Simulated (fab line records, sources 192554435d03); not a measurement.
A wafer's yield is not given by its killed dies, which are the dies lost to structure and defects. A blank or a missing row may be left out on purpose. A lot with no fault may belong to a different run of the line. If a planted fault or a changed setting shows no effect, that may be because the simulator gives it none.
fab line records	flow n5-finfet
record: lots: 24	wafers: 72	last-day: 17
route steps=1938 shown BEOL_M3@974
lots that met no fault: from a run of the same line without faults
start-h: hours from the record's first day to the start of the lot's first wafer shown	wait-h: hours elapsed since this lot's preceding step	" identical to the entry in the row above	L1.1+2: one row covering several wafers at once	- no value, or no start given	* or withheld: withheld	< > ~ a bound
route shown NAME@n: a module of which the file shows steps, and the number in the route of the first	usual: average and standard deviation across the fault-free wafers	same: alike in all rows	chamber/n: place in a boat	sites: per-site readings	_std_site: the values' standard deviation	_edge_site: mean of outer sites minus mean of inner sites	radius-mm: for every site, how far away it sits from the centre of the wafer	mask NAME#n: copy n	behind: the most recent tool/chamber to have shaped the wafer	hold: cause of the lot's hold/its duration in hours/its outcome	device: transistor that didn't switch, given as n, p or np	end of line: tests of these same wafers at the route's end	for a step that has no rows: nothing shown but its recipe	killed: the dies lost at the first sort to structure and to defects; this is not the yield of the wafer	map: per-die view of a wafer (x killed, . not killed, _ where there is no die)
set.NAME: the setting as run; set.NAME@STEP: as run at that earlier step	model.NAME: the simulator's own value behind a step, which no gauge read
steps of the route over a sample of lots; a table a step, a row a wafer
services: a tool's chamber out of use, with start hour (start-h, from the record's first day; less than 0 if before it), hours out, and reason
== steps ==
step: N5_BEOL_M3_ETCH_70
recipe: chemistry: N2/H2	target: SOC	target-depth-a: 800	overetch-a: 160	mask-material: SiARC	temp-c: 40	time-s: 120	ion-energy-ev: 200	pressure-mtorr: 30	source-w: 840	bias-w: 150	n2-flow-sccm: 200	h2-flow-sccm: 200
usual: drypump-motor-current-A: 5.6/0.37	oes-product-au: 0.63/0.067	rf-vpp-V: 525.2/1.7	showerhead-plenum-p-Torr: 2.58/0.064	throttle-valve-pct: 17.63/0.23
lot.wafer	tool	chamber	start-h	wait-h	drypump-motor-current-A	oes-product-au	rf-hours-counter-h	rf-vpp-V	showerhead-plenum-p-Torr	throttle-valve-pct
L074.3	rie-diel-05	1	149.05	0.0	5.6	0.68	33	525.3	2.59	17.62
L074.4	"	3	"	"	5.8	0.55	249	526.0	2.59	17.41
L074.5	"	2	"	"	5.7	0.73	-	526.4	2.59	17.42
L075.1	rie-diel-01	1	154.35	0.0	5.7	0.66	51	527.9	2.70	17.86
L075.2	"	2	"	"	5.8	0.68	31	523.2	2.48	17.83
L075.3	"	0	"	"	5.7	0.53	232	523.3	2.49	17.73
L076.2	rie-diel-05	2	157.21	0.0	5.7	0.71	15	526.4	2.59	17.43
L076.3	"	1	"	"	5.6	0.67	36	525.6	2.59	17.64
L076.6	"	0	"	"	5.0	0.55	-	527.1	2.63	17.73
L077.1	rie-diel-05	2	157.72	0.0	5.7	0.71	15	525.1	2.58	17.43
L077.3	"	0	"	"	5.0	0.55	205	526.1	2.63	17.73
L077.6	"	2	"	"	5.7	0.71	-	526.2	2.59	17.43
L078.1	rie-diel-01	1	170.04	0.0	5.7	0.66	57	529.1	2.69	17.89
L078.5	"	2	"	"	5.8	0.67	-	523.2	2.48	17.83
L078.6	"	1	"	"	5.7	0.65	-	529.1	2.69	17.88
L079.3	rie-diel-01	0	171.04	0.0	5.6	0.53	238	523.0	2.49	17.75
L079.4	"	2	"	"	5.8	0.67	37	522.9	2.48	17.83
L079.5	"	3	"	"	6.2	0.74	-	523.2	2.51	17.48
L080.2	rie-diel-04	0	175.82	0.0	5.4	0.57	169	525.7	2.63	17.69
L080.4	"	3	"	"	6.1	0.62	-	524.9	2.53	17.15
L080.6	"	3	"	"	6.1	0.62	-	524.0	2.53	17.14
L081.2	rie-diel-01	1	192.71	0.0	5.7	0.64	64	528.7	2.69	17.89
L081.3	"	2	"	"	5.8	0.66	44	522.7	2.48	17.83
L081.4	"	3	"	"	6.2	0.72	7	522.0	2.51	17.49
L082.2	rie-diel-05	2	205.70	0.0	5.7	0.68	31	524.7	2.58	17.46
L082.3	"	3	"	"	5.8	0.70	10	524.8	2.58	17.01
L082.6	"	0	"	"	5.0	0.54	-	525.2	2.62	17.76
L083.1	rie-diel-04	1	209.50	0.0	5.0	0.56	174	527.9	2.66	17.71
L083.4	"	2	"	"	6.0	0.73	-	525.5	2.59	17.70
L083.5	"	0	"	"	5.5	0.56	-	527.2	2.62	17.71
L084.1	rie-diel-04	0	210.50	0.0	5.4	0.56	181	526.4	2.63	17.72
L084.3	"	2	"	"	6.0	0.72	6	525.0	2.59	17.71
L084.6	"	1	"	"	5.0	0.56	-	524.5	2.66	17.70
L085.2	rie-diel-05	0	210.71	0.0	5.0	0.54	223	526.6	2.62	17.77
L085.3	"	3	"	"	5.8	0.70	12	523.7	2.58	17.01
L085.6	"	3	"	"	5.8	0.70	-	525.9	2.58	17.01
L086.1	rie-diel-01	2	220.64	0.0	5.8	0.66	48	522.5	2.47	17.85
L086.3	"	0	"	"	5.6	0.53	247	523.9	2.48	17.76
L086.4	"	1	"	"	5.7	0.64	68	527.1	2.69	17.92
L088.1	rie-diel-01	1	221.01	0.0	5.7	0.65	68	528.0	2.69	17.92
L088.4	"	2	"	"	5.8	0.66	48	521.8	2.47	17.84
L088.5	"	1	"	"	5.7	0.64	-	527.0	2.69	17.91
L087.1	rie-diel-04	1	223.82	0.0	5.0	0.55	182	527.3	2.66	17.73
L087.2	"	3	"	"	6.1	0.61	125	524.9	2.53	17.17
L087.3	"	2	"	"	6.0	0.71	13	524.8	2.58	17.71
L089.2	rie-diel-05	1	241.27	0.0	5.6	0.64	63	526.0	2.58	17.68
L089.5	"	3	"	"	5.8	0.68	-	524.9	2.58	17.04
L089.6	"	2	"	"	5.7	0.68	-	525.9	2.57	17.47
L090.2	rie-diel-04	3	249.74	0.0	6.1	0.60	132	524.9	2.53	17.18
L090.3	"	0	"	"	5.5	0.56	196	526.3	2.62	17.74
L090.5	"	2	"	"	6.0	0.69	-	524.8	2.58	17.73
L091.1	rie-diel-04	3	253.67	0.0	6.1	0.60	133	523.5	2.52	17.19
L091.3	"	1	"	"	4.9	0.56	190	527.3	2.65	17.74
L091.5	"	2	"	"	6.0	0.69	-	526.3	2.58	17.72
L092.2	rie-diel-04	2	258.45	0.0	6.0	0.69	24	525.5	2.58	17.72
L092.4	"	3	"	"	6.1	0.60	135	524.1	2.52	17.20
L092.5	"	1	"	"	5.0	0.55	-	525.1	2.65	17.74
L093.3	rie-diel-01	0	265.66	0.0	5.7	0.73	4	523.5	2.48	17.31
L093.5	"	1	"	"	5.7	0.63	-	527.2	2.68	17.92
L093.6	"	2	"	"	5.8	0.65	-	523.1	2.47	17.88
L094.2	rie-diel-04	3	272.46	0.0	6.1	0.60	140	523.2	2.52	17.21
L094.4	"	2	"	"	6.0	0.69	29	525.2	2.58	17.74
L094.6	"	1	"	"	5.0	0.55	-	527.2	2.65	17.74
L095.1	rie-diel-04	2	275.53	0.0	6.0	0.69	30	523.8	2.58	17.74
L095.2	"	0	"	"	5.4	0.55	204	525.1	2.62	17.73
L095.4	"	3	"	"	6.1	0.59	142	524.5	2.52	17.20
L096.1	rie-diel-04	0	282.40	0.0	5.5	0.55	207	526.2	2.61	17.76
L096.5	"	2	"	"	6.0	0.68	-	524.3	2.58	17.75
L096.6	"	3	"	"	6.1	0.60	-	523.9	2.52	17.23
L097.2	rie-diel-05	3	282.67	0.0	5.8	0.67	31	526.9	2.57	17.04
L097.5	"	0	"	"	5.0	0.52	-	526.0	2.61	17.80
L097.6	"	1	"	"	5.6	0.64	-	524.5	2.58	17.70
step: N5_BEOL_M3_TRENCH_ETCH_37
recipe: chemistry: C4F6/O2	target-depth-a: 555.55	target: SiOC	time-s: 29.2	ion-energy-ev: 250	pressure-mtorr: 30	source-w: 355	bias-w: 185	Ar_flow_sccm: 300	C4F6_flow_sccm: 10	O2_flow_sccm: 10
usual: drypump-motor-current-A: 5.6/0.38	oes-product-au: 0.82/0.087	rf-vpp-V: 666/14	showerhead-plenum-p-Torr: 2.90/0.054	throttle-valve-pct: 20.75/0.19
lot.wafer	tool	chamber	start-h	wait-h	drypump-motor-current-A	oes-product-au	rf-hours-counter-h	rf-vpp-V	showerhead-plenum-p-Torr	throttle-valve-pct
L074.3	rie-diel-05	1	-	-	5.6	0.88	33	654	2.93	20.82
L074.4	"	3	"	"	5.8	0.69	249	659	2.96	20.83
L074.5	"	2	"	"	5.6	0.94	-	689	2.89	20.48
L075.1	rie-diel-01	1	-	-	5.7	0.85	51	675	2.99	20.71
L075.2	"	2	"	"	5.8	0.90	31	667	2.81	21.08
L075.3	"	0	"	"	5.6	0.69	232	650	2.81	20.94
L076.2	rie-diel-05	2	-	-	5.7	0.93	15	689	2.89	20.46
L076.3	"	1	"	"	5.6	0.87	36	656	2.93	20.82
L076.6	"	0	"	"	5.0	0.72	-	656	2.95	20.80
L077.1	rie-diel-05	2	-	-	5.7	0.94	15	689	2.89	20.46
L077.3	"	0	"	"	5.0	0.72	206	656	2.95	20.82
L077.6	"	2	"	"	5.7	0.94	-	690	2.89	20.46
L078.1	rie-diel-01	1	-	-	5.7	0.84	58	676	2.98	20.72
L078.5	"	2	"	"	5.8	0.89	-	667	2.80	21.09
L078.6	"	1	"	"	5.7	0.85	-	676	2.98	20.74
L079.3	rie-diel-01	0	-	-	5.7	0.68	238	652	2.81	20.95
L079.4	"	2	"	"	5.8	0.89	37	667	2.80	21.09
L079.5	"	3	"	"	6.2	0.96	-	644	2.83	20.61
L080.2	rie-diel-04	0	-	-	5.4	0.74	169	661	2.95	20.86
L080.4	"	3	"	"	6.1	0.82	-	692	2.90	20.59
L080.6	"	3	"	"	6.1	0.81	-	693	2.90	20.58
L081.2	rie-diel-01	1	-	-	5.7	0.85	64	676	2.98	20.75
L081.3	"	2	"	"	5.8	0.88	44	667	2.80	21.08
L081.4	"	3	"	"	6.2	0.94	7	644	2.83	20.62
L082.2	rie-diel-05	2	-	-	5.6	0.89	31	689	2.88	20.50
L082.3	"	3	"	"	5.8	0.88	10	661	2.95	20.46
L082.6	"	0	"	"	5.0	0.70	-	655	2.95	20.84
L083.1	rie-diel-04	1	-	-	5.0	0.74	174	676	2.91	20.44
L083.4	"	2	"	"	6.0	0.97	-	653	2.90	20.83
L083.5	"	0	"	"	5.4	0.74	-	660	2.95	20.90
L084.1	rie-diel-04	0	-	-	5.4	0.74	181	659	2.95	20.90
L084.3	"	2	"	"	6.0	0.97	6	653	2.89	20.84
L084.6	"	1	"	"	4.9	0.74	-	676	2.91	20.45
L085.2	rie-diel-05	0	-	-	5.0	0.70	224	656	2.95	20.83
L085.3	"	3	"	"	5.8	0.88	13	659	2.95	20.47
L085.6	"	3	"	"	5.8	0.86	-	660	2.95	20.47
L086.1	rie-diel-01	2	-	-	5.8	0.88	48	666	2.80	21.08
L086.3	"	0	"	"	5.6	0.68	247	653	2.80	20.96
L086.4	"	1	"	"	5.7	0.83	68	677	2.98	20.76
L088.1	rie-diel-01	1	-	-	5.7	0.83	68	675	2.98	20.73
L088.4	"	2	"	"	5.8	0.86	48	667	2.80	21.10
L088.5	"	1	"	"	5.7	0.84	-	674	2.98	20.74
L087.1	rie-diel-04	1	-	-	5.0	0.73	182	676	2.91	20.44
L087.2	"	3	"	"	6.1	0.81	125	692	2.89	20.60
L087.3	"	2	"	"	6.0	0.95	13	651	2.89	20.83
L089.2	rie-diel-05	1	-	-	5.6	0.83	63	653	2.91	20.87
L089.5	"	3	"	"	5.8	0.86	-	657	2.95	20.48
L089.6	"	2	"	"	5.7	0.87	-	689	2.87	20.51
L090.2	rie-diel-04	3	-	-	6.1	0.79	132	692	2.89	20.61
L090.3	"	0	"	"	5.4	0.72	196	660	2.94	20.91
L090.5	"	2	"	"	6.0	0.92	-	652	2.89	20.86
L091.1	rie-diel-04	3	-	-	6.1	0.79	133	693	2.89	20.62
L091.3	"	1	"	"	4.9	0.72	190	676	2.90	20.44
L091.5	"	2	"	"	6.0	0.92	-	652	2.89	20.86
L092.2	rie-diel-04	2	-	-	6.0	0.91	24	652	2.89	20.85
L092.4	"	3	"	"	6.1	0.78	135	692	2.89	20.61
L092.5	"	1	"	"	4.9	0.72	-	676	2.90	20.47
L093.3	rie-diel-01	0	-	-	5.6	0.93	4	650	2.80	20.57
L093.5	"	1	"	"	5.7	0.81	-	677	2.97	20.77
L093.6	"	2	"	"	5.8	0.84	-	668	2.79	21.11
L094.2	rie-diel-04	3	-	-	6.1	0.80	140	692	2.89	20.63
L094.4	"	2	"	"	6.0	0.91	29	652	2.88	20.87
L094.6	"	1	"	"	5.0	0.73	-	677	2.90	20.47
L095.1	rie-diel-04	2	-	-	6.0	0.90	30	652	2.88	20.86
L095.2	"	0	"	"	5.5	0.71	204	660	2.93	20.93
L095.4	"	3	"	"	6.1	0.79	142	691	2.89	20.64
L096.1	rie-diel-04	0	-	-	5.4	0.72	207	659	2.93	20.93
L096.5	"	2	"	"	6.0	0.90	-	651	2.88	20.87
L096.6	"	3	"	"	6.1	0.80	-	692	2.88	20.64
L097.2	rie-diel-05	3	-	-	5.8	0.84	31	661	2.94	20.50
L097.5	"	0	"	"	5.0	0.68	-	655	2.94	20.86
L097.6	"	1	"	"	5.6	0.82	-	655	2.91	20.88
step: N5_BEOL_M3_SPUTTER_81
recipe: material: Cu	target-thk-a: 45	temp-c: -20	chamber-pressure-pa: 0.07	power-w: withheld	time-s: 8.29
usual: chuck-gas-flow-sccm: 1.26/0.057	throttle-valve-pct: 29.8/0.74
lot.wafer	tool	chamber	start-h	wait-h	chuck-gas-flow-sccm	throttle-valve-pct
L074.3	pvd-sputter-02	-	151.00	0.1	1.31	30.0
L074.4	"	-	"	"	1.28	29.7
L074.5	"	-	"	"	1.29	28.6
L075.1	pvd-sputter-03	-	156.18	0.1	1.24	31.1
L075.2	"	-	"	"	1.23	30.2
L075.3	"	-	"	"	1.31	30.8
L076.2	pvd-sputter-03	-	159.20	0.1	1.27	31.1
L076.3	"	-	"	"	1.40	30.2
L076.6	"	-	"	"	1.28	30.5
L077.1	pvd-sputter-03	-	161.38	0.1	1.29	31.5
L077.3	"	-	"	"	1.26	30.3
L077.6	"	-	"	"	1.13	31.4
L078.1	pvd-sputter-02	-	172.38	0.1	1.19	28.4
L078.5	"	-	"	"	1.24	30.3
L078.6	"	-	"	"	1.12	28.8
L079.3	pvd-sputter-02	-	174.22	0.1	1.19	30.6
L079.4	"	-	"	"	1.36	29.9
L079.5	"	-	"	"	1.29	28.7
L080.2	pvd-sputter-02	-	177.58	0.1	1.19	28.6
L080.4	"	-	"	"	1.19	30.4
L080.6	"	-	"	"	1.28	30.3
L081.2	pvd-sputter-02	-	195.18	0.1	1.30	30.5
L081.3	"	-	"	"	1.28	29.4
L081.4	"	-	"	"	1.32	29.9
L082.2	pvd-sputter-01	-	207.83	0.1	1.23	28.9
L082.3	"	-	"	"	1.26	29.7
L082.6	"	-	"	"	1.26	29.6
L083.1	pvd-sputter-02	-	211.20	0.1	1.28	28.7
L083.4	"	-	"	"	1.31	29.8
L083.5	"	-	"	"	1.33	30.4
L084.1	pvd-sputter-03	-	212.12	0.1	1.19	30.2
L084.3	"	-	"	"	1.33	30.4
L084.6	"	-	"	"	1.25	29.3
L085.2	pvd-sputter-01	-	212.25	0.1	1.17	29.5
L085.3	"	-	"	"	1.26	28.9
L085.6	"	-	"	"	1.26	29.5
L086.1	pvd-sputter-03	-	222.43	0.1	1.30	30.5
L086.3	"	-	"	"	1.19	29.4
L086.4	"	-	"	"	1.15	31.2
L088.1	pvd-sputter-01	-	224.54	0.1	1.33	29.4
L088.4	"	-	"	"	1.16	29.2
L088.5	"	-	"	"	1.31	29.9
L087.1	pvd-sputter-01	-	226.38	0.1	1.21	28.9
L087.2	"	-	"	"	1.21	29.6
L087.3	"	-	"	"	1.34	29.4
L089.2	pvd-sputter-02	-	243.01	0.1	1.25	30.5
L089.5	"	-	"	"	1.17	28.5
L089.6	"	-	"	"	1.31	30.0
L090.2	pvd-sputter-03	-	252.27	0.1	1.24	29.6
L090.3	"	-	"	"	1.23	30.0
L090.5	"	-	"	"	1.30	29.6
L091.1	pvd-sputter-03	-	257.33	0.1	1.18	29.3
L091.3	"	-	"	"	1.24	30.9
L091.5	"	-	"	"	1.19	30.9
L092.2	pvd-sputter-03	-	260.43	0.1	1.22	29.5
L092.4	"	-	"	"	1.15	30.9
L092.5	"	-	"	"	1.31	31.2
L093.3	pvd-sputter-02	-	268.81	0.1	1.28	30.6
L093.5	"	-	"	"	1.20	29.4
L093.6	"	-	"	"	1.13	30.4
L094.2	pvd-sputter-03	-	274.20	0.1	1.31	29.4
L094.4	"	-	"	"	1.17	30.1
L094.6	"	-	"	"	1.25	31.2
L095.1	pvd-sputter-02	-	277.25	0.1	1.27	30.4
L095.2	"	-	"	"	1.21	30.0
L095.4	"	-	"	"	1.35	29.4
L096.1	pvd-sputter-02	-	284.40	0.1	1.34	28.7
L096.5	"	-	"	"	1.26	30.8
L096.6	"	-	"	"	1.28	29.6
L097.2	pvd-sputter-01	-	285.24	0.1	1.22	29.8
L097.5	"	-	"	"	1.28	29.9
L097.6	"	-	"	"	1.30	29.8
step: N5_BEOL_M3_ANNEAL_82
recipe: temp-c: 400	time-s: 240	ambient: vacuum
usual: heater-power-w: 832/41
lot.wafer	tool	chamber	start-h	wait-h	heater-power-w
L074.3	pvd-sputter-02	-	151.08	0.0	771
L074.4	"	-	"	"	807
L074.5	"	-	"	"	880
L075.1	pvd-sputter-03	-	156.26	0.0	880
L075.2	"	-	"	"	872
L075.3	"	-	"	"	819
L076.2	pvd-sputter-03	-	159.28	0.0	876
L076.3	"	-	"	"	812
L076.6	"	-	"	"	829
L077.1	pvd-sputter-03	-	161.46	0.0	891
L077.3	"	-	"	"	830
L077.6	"	-	"	"	900
L078.1	pvd-sputter-02	-	172.46	0.0	903
L078.5	"	-	"	"	843
L078.6	"	-	"	"	881
L079.3	pvd-sputter-02	-	174.30	0.0	832
L079.4	"	-	"	"	741
L079.5	"	-	"	"	858
L080.2	pvd-sputter-02	-	177.66	0.0	879
L080.4	"	-	"	"	844
L080.6	"	-	"	"	842
L081.2	pvd-sputter-02	-	195.26	0.0	843
L081.3	"	-	"	"	828
L081.4	"	-	"	"	758
L082.2	pvd-sputter-01	-	207.91	0.0	806
L082.3	"	-	"	"	853
L082.6	"	-	"	"	869
L083.1	pvd-sputter-02	-	211.28	0.0	863
L083.4	"	-	"	"	756
L083.5	"	-	"	"	852
L084.1	pvd-sputter-03	-	212.20	0.0	842
L084.3	"	-	"	"	808
L084.6	"	-	"	"	780
L085.2	pvd-sputter-01	-	212.33	0.0	863
L085.3	"	-	"	"	802
L085.6	"	-	"	"	793
L086.1	pvd-sputter-03	-	222.51	0.0	840
L086.3	"	-	"	"	790
L086.4	"	-	"	"	896
L088.1	pvd-sputter-01	-	224.62	0.0	833
L088.4	"	-	"	"	808
L088.5	"	-	"	"	803
L087.1	pvd-sputter-01	-	226.46	0.0	806
L087.2	"	-	"	"	821
L087.3	"	-	"	"	859
L089.2	pvd-sputter-02	-	243.09	0.0	833
L089.5	"	-	"	"	880
L089.6	"	-	"	"	734
L090.2	pvd-sputter-03	-	252.35	0.0	759
L090.3	"	-	"	"	861
L090.5	"	-	"	"	779
L091.1	pvd-sputter-03	-	257.41	0.0	765
L091.3	"	-	"	"	905
L091.5	"	-	"	"	921
L092.2	pvd-sputter-03	-	260.51	0.0	779
L092.4	"	-	"	"	880
L092.5	"	-	"	"	882
L093.3	pvd-sputter-02	-	268.89	0.0	826
L093.5	"	-	"	"	813
L093.6	"	-	"	"	849
L094.2	pvd-sputter-03	-	274.28	0.0	793
L094.4	"	-	"	"	864
L094.6	"	-	"	"	903
L095.1	pvd-sputter-02	-	277.33	0.0	837
L095.2	"	-	"	"	748
L095.4	"	-	"	"	835
L096.1	pvd-sputter-02	-	284.48	0.0	864
L096.5	"	-	"	"	814
L096.6	"	-	"	"	836
L097.2	pvd-sputter-01	-	285.32	0.0	872
L097.5	"	-	"	"	863
L097.6	"	-	"	"	809
step: N5_BEOL_M3_ANNEAL_51
recipe: temp-c: 225	time-s: 90	ambient: N2
usual: wafer_temp_C_max: 225.89/0.24
lot.wafer	tool	chamber	start-h	wait-h	wafer_temp_C_max
L074.3	rtp-anneal-01	0	152.61	0.1	226.07
L074.4	"	0	"	"	226.22
L074.5	"	0	"	"	225.79
L075.1	rtp-anneal-02	0	157.70	0.1	225.86
L075.2	"	0	"	"	225.89
L075.3	"	0	"	"	226.20
L076.2	rtp-anneal-02	0	160.76	0.1	226.01
L076.3	"	0	"	"	225.78
L076.6	"	0	"	"	225.66
L077.1	rtp-anneal-01	0	162.89	0.1	225.88
L077.3	"	0	"	"	225.81
L077.6	"	0	"	"	226.26
L078.1	rtp-anneal-01	0	173.90	0.1	226.22
L078.5	"	0	"	"	226.07
L078.6	"	0	"	"	226.11
L079.3	rtp-anneal-01	0	175.83	0.1	225.62
L079.4	"	0	"	"	225.94
L079.5	"	0	"	"	225.59
L080.2	rtp-anneal-01	0	179.14	0.1	225.61
L080.4	"	0	"	"	225.89
L080.6	"	0	"	"	225.88
L081.2	rtp-anneal-02	0	196.75	0.1	226.47
L081.3	"	0	"	"	225.87
L081.4	"	0	"	"	225.92
L082.2	rtp-anneal-01	0	209.40	0.1	225.87
L082.3	"	0	"	"	226.03
L082.6	"	0	"	"	225.86
L083.1	rtp-anneal-01	0	212.72	0.1	226.12
L083.4	"	0	"	"	225.97
L083.5	"	0	"	"	225.65
L084.1	rtp-anneal-01	0	213.64	0.1	226.15
L084.3	"	0	"	"	225.73
L084.6	"	0	"	"	225.86
L085.2	rtp-anneal-02	0	214.34	0.6	225.93
L085.3	"	0	"	"	226.12
L085.6	"	0	"	"	225.80
L086.1	rtp-anneal-01	0	223.94	0.1	225.84
L086.3	"	0	"	"	225.92
L086.4	"	0	"	"	225.70
L088.1	rtp-anneal-02	0	226.06	0.1	225.88
L088.4	"	0	"	"	225.61
L088.5	"	0	"	"	225.65
L087.1	rtp-anneal-01	0	228.07	0.2	226.69
L087.2	"	0	"	"	226.27
L087.3	"	0	"	"	226.08
L089.2	rtp-anneal-02	0	244.57	0.1	225.61
L089.5	"	0	"	"	225.76
L089.6	"	0	"	"	225.75
L090.2	rtp-anneal-01	0	253.83	0.1	225.67
L090.3	"	0	"	"	225.91
L090.5	"	0	"	"	226.16
L091.1	rtp-anneal-02	0	258.86	0.1	225.94
L091.3	"	0	"	"	225.53
L091.5	"	0	"	"	226.19
L092.2	rtp-anneal-02	0	261.99	0.1	225.51
L092.4	"	0	"	"	225.34
L092.5	"	0	"	"	225.72
L093.3	rtp-anneal-01	0	270.42	0.1	225.61
L093.5	"	0	"	"	226.11
L093.6	"	0	"	"	225.99
L094.2	rtp-anneal-01	0	275.76	0.1	225.68
L094.4	"	0	"	"	226.16
L094.6	"	0	"	"	226.21
L095.1	rtp-anneal-02	0	278.77	0.1	225.65
L095.2	"	0	"	"	225.70
L095.4	"	0	"	"	225.49
L096.1	rtp-anneal-01	0	285.92	0.1	225.80
L096.5	"	0	"	"	225.97
L096.6	"	0	"	"	225.78
L097.2	rtp-anneal-02	0	286.80	0.1	226.23
L097.5	"	0	"	"	225.78
L097.6	"	0	"	"	225.76
step: N5_BEOL_M3_CMP_52
recipe: stop-on: SiOC	t-overpolish-s: 6.8	down-force-psi: 1	platen-rpm: 50	clearing-platen-down-force-psi: 1.5	clearing-platen-rpm: 50	post-cmp-clean: cu-alkaline	target-thk-nm: 40	clearing-platen-pad-velocity-m-s: 0.99484	pad-velocity-m-s: 0.99484
usual: barrier-field-endpoint-s: 24.5/0.85	clearing-platen-rpm: 50.000/0.024	motor-current-A: 6.0/0.68	overpolish-run-s: 6.800/0.0079	pad-life-wafers: 1023/510	time-to-endpoint-s: 61/5
lot.wafer	tool	chamber	start-h	wait-h	barrier-field-endpoint-s	clearing-platen-rpm	motor-current-A	overpolish-run-s	pad-life-wafers	time-to-endpoint-s
L074.4	cmp-04	1	152.85	0.2	24.7	49.984	5.1	6.794	13	60
L074.3	"	3	"	"	25.3	50.022	5.3	6.802	15	60
L074.5	"	1	"	"	24.8	49.987	5.2	6.805	-	61
L075.2	cmp-03	1	158.00	0.2	23.5	49.982	5.2	6.797	720	60
L075.1	"	2	"	"	23.7	50.008	6.1	6.814	721	55
L075.3	"	3	"	"	24.5	49.969	7.1	6.798	722	63
L076.2	cmp-03	0	161.09	0.3	24.2	50.000	5.4	6.792	746	60
L076.3	"	1	"	"	24.1	49.978	5.4	6.801	747	58
L076.6	"	2	"	"	24.3	49.957	5.6	6.802	-	53
L077.3	cmp-03	2	163.19	0.2	23.2	50.006	5.6	6.813	762	54
L077.1	"	3	"	"	25.1	49.963	7.0	6.805	763	61
L077.6	"	3	"	"	24.4	49.983	7.1	6.797	-	63
L078.1	cmp-02	1	174.20	0.3	24.3	50.041	6.2	6.790	1710	59
L078.5	"	1	"	"	24.3	50.043	6.3	6.811	-	55
L078.6	"	2	"	"	24.3	50.027	5.7	6.806	-	59
L079.4	cmp-02	3	176.04	0.1	26.1	50.007	6.3	6.812	1722	68
L079.3	"	2	"	"	24.3	50.018	5.7	6.796	1725	62
L079.5	"	3	"	"	26.4	50.020	5.9	6.787	-	69
L080.4	cmp-03	1	179.48	0.2	23.7	50.026	5.3	6.812	902	55
L080.2	"	2	"	"	22.8	49.970	6.2	6.802	903	53
L080.6	"	0	"	"	24.1	50.031	5.1	6.792	-	58
L081.4	cmp-03	1	197.04	0.2	24.0	49.991	5.2	6.797	1039	56
L081.3	"	2	"	"	23.4	49.991	5.8	6.796	1040	52
L081.2	"	3	"	"	25.1	50.007	7.3	6.805	1041	65
L082.3	cmp-04	1	209.69	0.2	24.4	50.004	5.2	6.800	469	61
L082.2	"	3	"	"	24.0	49.983	5.5	6.803	471	60
L082.6	"	1	"	"	24.7	49.997	5.3	6.802	-	61
L083.4	cmp-03	2	213.02	0.1	23.3	49.962	6.0	6.793	1224	52
L083.1	"	0	"	"	23.7	50.024	5.7	6.799	1226	55
L083.5	"	2	"	"	23.1	49.981	6.0	6.807	-	51
L084.3	cmp-04	2	214.10	0.3	25.9	49.991	6.7	6.800	522	65
L084.1	"	0	"	"	26.1	50.044	6.9	6.806	524	69
L084.6	"	2	"	"	26.4	49.991	6.6	6.786	-	65
L085.2	cmp-04	0	214.85	0.5	25.8	50.006	7.0	6.796	542	69
L085.3	"	1	"	"	24.3	50.002	5.0	6.801	543	61
L085.6	"	3	"	"	24.7	49.984	6.0	6.799	-	61
L086.4	cmp-04	2	224.24	0.1	25.7	50.003	6.4	6.793	642	66
L086.3	"	3	"	"	24.5	50.017	5.6	6.805	643	63
L086.1	"	0	"	"	25.4	49.998	6.7	6.809	644	68
L088.1	cmp-03	0	226.37	0.3	24.3	50.031	5.4	6.801	1392	58
L088.4	"	2	"	"	23.4	50.026	5.9	6.798	1394	52
L088.5	"	1	"	"	24.4	49.979	5.4	6.818	-	57
L087.2	cmp-03	0	228.36	0.2	23.4	50.023	5.7	6.795	1398	61
L087.1	"	1	"	"	23.5	49.978	5.2	6.811	1399	58
L087.3	"	3	"	"	23.2	50.017	7.2	6.803	1401	58
L089.2	cmp-04	0	245.18	0.6	24.7	50.008	6.5	6.797	824	68
L089.6	"	2	"	"	25.2	49.994	6.7	6.810	-	67
L089.5	"	3	"	"	24.6	49.988	5.5	6.787	-	62
L090.2	cmp-02	0	254.08	0.2	24.0	49.990	5.8	6.801	66	60
L090.3	"	1	"	"	23.8	49.988	6.3	6.805	67	57
L090.5	"	0	"	"	24.7	50.010	5.6	6.788	-	59
L091.3	cmp-04	2	259.15	0.2	25.3	50.003	6.8	6.793	966	71
L091.1	"	0	"	"	25.6	49.967	6.8	6.789	968	70
L091.5	"	3	"	"	24.8	50.007	5.5	6.793	-	64
L092.2	cmp-03	3	262.32	0.3	24.9	49.971	7.2	6.798	1544	59
L092.4	"	0	"	"	24.2	50.007	5.5	6.799	1545	56
L092.5	"	1	"	"	23.7	49.990	5.4	6.797	-	55
L093.3	cmp-04	2	270.66	0.2	25.6	49.972	6.5	6.803	1057	67
L093.5	"	1	"	"	24.3	50.026	4.9	6.816	-	59
L093.6	"	2	"	"	25.3	49.967	6.7	6.794	-	65
L094.4	cmp-04	3	276.07	0.2	24.6	50.015	5.7	6.803	1110	58
L094.2	"	2	"	"	25.2	50.054	6.6	6.798	1113	64
L094.6	"	3	"	"	25.1	49.945	5.8	6.811	-	59
L095.4	cmp-03	0	279.10	0.2	24.4	50.057	5.7	6.784	1681	60
L095.1	"	1	"	"	24.3	50.003	5.5	6.809	1682	60
L095.2	"	2	"	"	23.4	49.942	5.9	6.798	1683	54
L096.1	cmp-03	0	286.31	0.3	23.7	49.994	5.5	6.798	1736	61
L096.6	"	2	"	"	23.5	50.024	5.6	6.793	-	55
L096.5	"	3	"	"	24.3	49.979	7.2	6.794	-	61
L097.2	cmp-03	1	287.19	0.3	23.4	50.031	5.6	6.796	1754	58
L097.5	"	3	"	"	24.3	50.001	7.4	6.812	-	61
L097.6	"	0	"	"	24.5	49.980	5.6	6.794	-	57
== services ==
tool	chamber	start-h	hours	kind
pvd-sputter-01	-	131.36	1.3	repair
rie-diel-04	0	135.51	2.6	repair
cmp-04	-	136.63	9.2	pm
rie-diel-04	2	137.67	9.0	repair
cmp-03	-	142.80	0.4	repair
cmp-04	-	146.08	4.0	pm
cmp-03	-	153.91	0.3	repair
rie-diel-05	3	154.00	3.5	repair
rie-diel-04	-	156.29	1.1	repair
rie-diel-04	1	173.36	6.0	repair
cmp-04	-	181.87	3.1	repair
cmp-02	-	196.66	6.3	pm
rie-diel-05	-	200.69	1.2	repair
cmp-03	-	201.25	0.8	repair
rie-diel-04	3	204.29	12.3	repair
rie-diel-01	-	205.20	14.6	pm
cmp-03	-	219.62	0.4	repair
rie-diel-05	0	231.27	1.3	repair
cmp-03	-	241.11	14.1	pm
rie-diel-01	2	241.99	4.6	repair
cmp-02	-	244.64	4.0	pm
rie-diel-01	2	279.08	5.3	repair
cmp-04	-	285.28	2.5	repair
rtp-anneal-02	-	285.43	1.1	pm
== key ==
fault none
